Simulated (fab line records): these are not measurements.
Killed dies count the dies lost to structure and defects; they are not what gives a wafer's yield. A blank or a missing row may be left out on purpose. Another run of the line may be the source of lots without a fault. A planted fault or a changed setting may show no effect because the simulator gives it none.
A lot that was struck, set against a sound lot    flow n5-finfet    24 out of 1938 route steps
Sound: the wafers L689.2, L689.5, L689.6. Wafers L686.4, L686.5, L686.6 were the ones struck. Last of all comes the cause.
Order at every step that has rows: each side's tool, ch and its chambers, its first start. Under that, the readings that differ: sound wafers    struck wafers    difference of the means    sigmas: that difference in standard deviations of wafers without a fault.
alike: same words and numbers on both sides, and readings whose means sit less than 2 such deviations apart. not compared: any withheld reading, any reading some wafer has no value for, any bound like >300 that may hide the same value, and any number with overlapping values for which the record gives no deviation.
A row with sigmas, a row that says differs or no value, or rows on one side alone: a step with any of these is where the two part. Non-overlapping numbers with no deviation appear without sigmas and do not part them. A reading missing from all wafers of one side parts the sides only when that side holds two or more wafers.

first, 11 steps without rows for these wafers: N5_BEOL_M7_ETCH_62 (etches SOC in N2/H2, target depth 110 nm, overetch 22 nm, time 165 s); N5_BEOL_M7_STRIP_68 (strips in N2/H2); N5_BEOL_M7_STRIP_67 (strips in CF4); N5_BEOL_M7_HM_OPEN_17 (chemistry Cl2/BCl3, target TiN, target depth 20 nm, overetch 6 nm); N5_BEOL_M7_STRIP_19 (strips in O2); N5_BEOL_M7_COAT_63 (time 60 s, resist thk 60 nm); N5_BEOL_M7_COAT_64 (time 60 s, resist thk 12 nm); N5_BEOL_M7_COAT_71 (time 60 s, resist thk 5 nm); N5_BEOL_M7_COAT_22 (resist thk 30 nm); N5_BEOL_M7_EBR_24; N5_BEOL_M7_SOFTBAKE_23 (time 60 s).
N5_BEOL_M7_EXPOSE_25: exposes mask V6, target cd 40 nm.
  sound on euv-scanner-02 ch 0, day 14 13:28; struck on euv-scanner-01 ch 0, day 13 03:50
reading               sound              struck             difference  sigmas
exposure-dose-mJ-cm2  42.35 42.35 42.34  46.93 46.96 46.95  +4.60       +61
  alike: mask, stage-msd-nm
then, 2 steps without rows for these wafers: N5_BEOL_M7_PEB_26 (peb time 60 s); N5_BEOL_M7_DEVELOP_27 (develop time 30 s).
N5_BEOL_M7_CD_MEAS_28 targets a cd of 40 nm.
  sound on cd-sem-02 ch 0, day 14 13:35; struck on cd-sem-02 ch 0, day 13 03:57
reading     sound              struck             difference  sigmas
cd-nm (nm)  40.03 40.03 39.81  42.26 41.84 41.86  +2.03       +10
N5_BEOL_M7_DESCUM_33: chemistry O2, time 7 s.
  sound on rie-diel-03 ch 1,2, day 14 13:43; struck on rie-diel-02 ch 0,1,2, day 13 04:16
reading                   sound         struck        difference  sigmas
model.BEOL_M7.cd-nm (nm)  40.2 40 40.2  42 41.8 41.8  +2          
  alike: chamber-pressure-mTorr, drypump-motor-current-A, oes-product-au, rf-vpp-V, showerhead-plenum-p-Torr, throttle-valve-pct
  not compared: rf-hours-counter-h
then, 5 steps without rows for these wafers: N5_BEOL_M7_ETCH_72 (etches underlayer in N2/H2, target depth 6.5 nm, time 5.2 s); N5_BEOL_M7_ETCH_65 (etches SiARC in CF4, target depth 15.6 nm, time 26 s); N5_BEOL_M7_ETCH_66 (etches SOC in N2/H2, target depth 80 nm, overetch 16 nm, time 120 s); N5_BEOL_M7_STRIP_69 (strips in N2/H2); N5_BEOL_M7_STRIP_73 (strips in N2/H2).
N5_BEOL_M7_VIA_ETCH_34: etches SiCOH lowk in C4F6/O2, target depth 125.5 nm, time 50.5 s.
  sound on rie-diel-03 ch 1,2, day 14 13:53; struck on rie-diel-02 ch 0,1,2, day 13 04:27
reading                   sound           struck      difference  sigmas
model.BEOL_M7.cd-nm (nm)  40.2 39.8 40.2  42 41.6 42  +2          
  alike: chamber-pressure-mTorr, drypump-motor-current-A, oes-product-au, rf-vpp-V, showerhead-plenum-p-Torr, throttle-valve-pct
  not compared: rf-hours-counter-h
then, 2 steps without rows for these wafers: N5_BEOL_M7_STRIP_76 (strips in C4F6/O2); N5_PASSIVATION_PROBE_49.

## WHERE THEY PART
First at N5_BEOL_M7_EXPOSE_25; last, within this record, at N5_BEOL_M7_CD_MEAS_28. Later steps at which nothing parts them and some readings are alike: N5_BEOL_M7_DESCUM_33, N5_BEOL_M7_VIA_ETCH_34.

WHY: what the simulator had put in
Drift in process parameters on euv-scanner-01 at N5_BEOL_M7_EXPOSE_25, starting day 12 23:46. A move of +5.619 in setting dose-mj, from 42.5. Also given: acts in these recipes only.
